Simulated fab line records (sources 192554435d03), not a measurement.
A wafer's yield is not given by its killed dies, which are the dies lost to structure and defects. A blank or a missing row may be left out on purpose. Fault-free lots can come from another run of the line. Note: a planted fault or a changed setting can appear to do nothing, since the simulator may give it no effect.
Struck lot and sound lot, side by side :: flow n5 finfet :: 15 out of 1938 route steps
Sound: these wafers, L186.3, L186.5, L186.6. Struck: wafer L181.5; the same lot's L181.6 was not struck, so it is left out; see the end for the cause.
Per side, at each step with rows, come the tool, then ch with its chambers, and then its first start. Under that, the readings that differ: sound wafers :: struck wafers :: difference of the means :: sigmas: that difference in standard deviations of wafers without a fault.
alike: same words and numbers on both sides, and readings whose means sit less than 2 such deviations apart. not compared: any withheld reading, any reading some wafer has no value for, any bound like >300 that may hide the same value, and any number with overlapping values for which the record gives no deviation.
Wherever a step has rows on one side only, a row that says differs or no value, or a row with sigmas, the two part there. Numbers that have no deviation but don't overlap get no sigmas and don't part them. A reading that every wafer of one side lacks parts them only if that side has two wafers or more.

first, 8 steps without rows for these wafers: N5_BEOL_M15_COAT_60 (time 60 s, resist thk 89 nm); N5_BEOL_M15_COAT_22 (resist thk 800 nm); N5_BEOL_M15_EBR_24; N5_BEOL_M15_SOFTBAKE_23 (time 60 s); N5_BEOL_M15_EXPOSE_25 (exposes mask M15, target cd 400 nm); N5_BEOL_M15_PEB_26 (peb time 90 s); N5_BEOL_M15_DEVELOP_27 (develop time 45 s); N5_BEOL_M15_HARDBAKE_32 (time 120 s).
N5_BEOL_M15_CD_MEAS_28: target cd 407.6 nm.
  sound on cd sem-01 ch 0, day 18 04:47; struck on cd sem-02 ch 0, day 16 16:17
  alike: cd nm
N5_BEOL_M15_OVL_MEAS_29:
  sound on overlay-02 ch 0, day 18 04:49; struck on overlay-01 ch 0, day 16 16:19
  alike: M15_OVL
N5_BEOL_M15_INSPECT_30: inspects for defects (macro).
  sound on defect inspect-02 at day 18 04:50; struck on defect inspect-01 at day 16 16:20
  alike: raw defect count
N5_BEOL_M15_DESCUM_33: chemistry O2, time 7.9 s.
  sound on rie diel-05 ch 0,3, day 18 04:53; struck on rie diel-04 ch 0, day 16 16:41
  alike: drypump motor current A, oes product au, rf fwd power W, rf vpp V, showerhead plenum p Torr, throttle valve pct
  not compared: rf hours counter h
N5_BEOL_M15_ETCH_61: etches BARC in N2/H2, target depth 89 nm, overetch 26.7 nm, time 67.9 s.
  sound on rie diel-05 ch 0,3, day 18 04:55; struck on rie diel-04 ch 0, day 16 16:44
reading: run length s (s)
sound: 91.9 91.2 90.4
struck: 81.0
difference: -10.2
sigmas: -20

reading: model.coat_of_BEOL_M15_COAT_22.thk nm (nm)
sound: 725 722.6 724.6
struck: 726
difference: +2
sigmas: 
  alike: drypump motor current A, oes product au, rf vpp V, showerhead plenum p Torr, throttle valve pct
  not compared: rf fwd power W, rf hours counter h
N5_BEOL_M15_TRENCH_ETCH_34: etches SiO2 in C4F8/O2/Ar, target depth 872.93 nm, time 199 s.
  sound on rie diel-05 ch 0,3, day 18 04:58; struck on rie diel-04 ch 0, day 16 16:50
reading: model.coat_of_BEOL_M15_COAT_22.thk nm (nm)
sound: 549.8 547.6 547.4
struck: 550.4
difference: +2.1
sigmas: 
  alike: drypump motor current A, he inner torr, oes_f_703_au, oes product au, rf fwd power W, rf vpp V, showerhead plenum p Torr, throttle valve pct
  not compared: rf hours counter h
N5_PASSIVATION_PROBE_49:
  the record has rows for the struck wafers here (prober-02, day 17 13:38) and none for the sound ones

## WHERE THEY PART
At N5_BEOL_M15_ETCH_61 first; at N5_PASSIVATION_PROBE_49 last (within this record only).

WHY: what the simulator had put in
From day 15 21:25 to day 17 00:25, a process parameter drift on rie diel-04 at N5_BEOL_M15_ETCH_61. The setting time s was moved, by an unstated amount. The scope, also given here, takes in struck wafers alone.
